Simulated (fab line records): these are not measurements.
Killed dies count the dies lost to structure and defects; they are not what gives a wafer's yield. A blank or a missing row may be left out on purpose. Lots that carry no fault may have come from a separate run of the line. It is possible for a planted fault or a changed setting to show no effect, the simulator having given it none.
Matching of chambers | flow n5Finfet | rieDiel-06 running N5_MIM_TOP_LITHO_DESCUM_10: 4 sister chambers
The step chemistry O2, time 7.9 s. 4 wafers are shown with their chamber, then 7 later ones without.

EACH WAFER AND ITS CHAMBER
wafer  | chamber | showerheadPlenumPTorr (Torr)
L077.3 | 2       | 1.99
L077.4 | 0       | 2.19
L090.3 | 3       | 2.19
L090.4 | 1       | 2.12

WAFERS WHOSE CHAMBER IS MISSING
wafer  | showerheadPlenumPTorr (Torr)
L090.5 | 2.12
L093.1 | 2.18
L093.2 | 2.12
L093.3 | 1.98
L096.2 | 1.98
L096.3 | 2.18
L096.4 | 2.12

EACH ONE'S CHAMBER
wafer  | from the rows above     | in truth
L090.5 | 1                       | 1
L093.1 | can't be placed: 0 or 3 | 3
L093.2 | 1                       | 1
L093.3 | 2                       | 2
L096.2 | 2                       | 2
L096.3 | can't be placed: 0 or 3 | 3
L096.4 | 1                       | 1
Correct placement for 5 of the 7. Cannot be placed on the basis of these rows: 2; the candidates contain the true chamber in 2. Placed wrongly: 0.
How it was worked out, from the rows above alone: a wafer's distance from a chamber is the root of the sum, over the readings, of the square of ((its reading less the chamber's mean) divided by the reading's scatter). The wafer belongs to the nearest chamber; if the next one is less than 2 further off, it can't be placed. The mean given for a chamber averages the wafers shown for that chamber. The scatter (one wafer shown for each chamber): square how far every hidden wafer sits from the nearest shown wafer, average those squares and take the square root.
